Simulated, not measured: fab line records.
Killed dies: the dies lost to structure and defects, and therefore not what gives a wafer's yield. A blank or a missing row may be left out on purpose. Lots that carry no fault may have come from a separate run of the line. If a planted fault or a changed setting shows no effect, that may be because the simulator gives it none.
Comparing a struck lot with a sound one    flow n5 finfet    15 out of 1938 route steps
Sound: wafers L847.4, L847.5, L847.6. Struck: wafer L865.4. (L865.2, L865.3 of the same lot were not struck and are left out.) The cause comes at the end.
Each step with rows lists, per side, the tool, then ch with its chambers, then its first start. Under that, the readings that differ: sound wafers    struck wafers    difference of the means    sigmas: that difference in standard deviations of wafers without a fault.
alike: words and numbers the same on both sides, and readings whose means are apart by under 2 such deviations; not compared: readings that were withheld, readings missing a value for some wafer, numbers with overlapping values and no deviation given by the record, and bounds like >300 which may hide the same value.
A row with sigmas, a row that says differs or no value, or rows on one side alone: a step with any of these is where the two part. Numbers that have no deviation but don't overlap get no sigmas and don't part them. A reading that every wafer of one side lacks parts them only if that side has two wafers or more.

first, 1 step without rows for these wafers: N5_BEOL_M7_CURE_75 (cures SiCOH lowk, time 120 s).
N5_BEOL_M7_DEGAS_44: time 60 s.
  sound: pvd sputter-03 at day 10 03:47; struck: pvd sputter-02 at day 14 05:19
  alike: heater power w
N5_BEOL_M7_PRE_CLEAN_45: time 30 s.
  sound: pvd sputter-03 at day 10 03:50; struck: pvd sputter-02 at day 14 05:22
reading             sound        struck  difference  sigmas
heater power w (W)  302 355 311  381     +58         +2
N5_BEOL_M7_ALD_77: deposits TaN, target thk 2 nm, pulse time 2 s, purge time 3 s.
  sound on ald metal-02 ch 0,1,3, day 10 03:55; struck on ald metal-02 ch 2, day 14 05:25
  alike: heater power w
then, 2 steps without rows for these wafers: N5_BEOL_M7_SURFACE_TREAT_79; N5_BEOL_M7_CVD_78 (deposits Co from CCTBA/H2, target thk 2 nm, time 142.3 s).
N5_BEOL_M7_SPUTTER_48: material Cu, target thk 10 nm, time 1.667 s.
  sound: pvd sputter-03 at day 10 04:33; struck: pvd sputter-03 at day 14 06:03
  alike: chuck sensor temp C, throttle valve pct
then, 2 steps without rows for these wafers: N5_BEOL_M7_ECD_50 (material Cu, target thk 300 nm); N5_BEOL_M7_ANNEAL_51 (time 90 s).
N5_BEOL_M7_CMP_52: polishes, stops on SiCOH lowk, t overpolish 6.9 s, target thk 80 nm.
  sound on cmp-01 ch 1,2, day 10 05:22; struck on cmp-02 ch 3, day 14 06:38
  alike: barrier field endpoint s, clearing platen rpm, motor current A, overpolish run s, time to endpoint s
N5_BEOL_M7_THK_MEAS_53: measures by xrf.
  sound: film metro-02 at day 10 05:37; struck: film metro-02 at day 14 06:56
  alike: M7_THK
then, 1 step without rows for these wafers: N5_BEOL_M7_PRE_CLEAN_55 (time 15 s).
N5_BEOL_M7_DEP_56: deposits SiCN from 3MS/NH3, target thk 10 nm, time 17.5 s.
  sound on pecvd-02 ch 0,1,2, day 10 05:42; struck on pecvd-02 ch 0, day 14 06:59
reading                                   sound         struck  difference  sigmas
model.SiCN_of_BEOL_M7_DEP_56.thk nm (nm)  10.2 10 10.4  8.8     -1.4        
  alike: showerhead plenum p Torr, showerhead vpp V, throttle valve pct
  not compared: rf fwd power W
N5_BEOL_M7_RS_MEAS_57: uses a four-point probe to measure.
  sound: film metro-02 at day 10 05:45; struck: film metro-02 at day 14 07:04
  alike: M7_RS
N5_PASSIVATION_PROBE_49:
  the record has rows for the sound wafers here (prober-02, day 13 12:26) and none for the struck ones

WHERE THEY PART
First at N5_BEOL_M7_PRE_CLEAN_45; last, within this record, at N5_PASSIVATION_PROBE_49.

WHY: what the simulator had put in
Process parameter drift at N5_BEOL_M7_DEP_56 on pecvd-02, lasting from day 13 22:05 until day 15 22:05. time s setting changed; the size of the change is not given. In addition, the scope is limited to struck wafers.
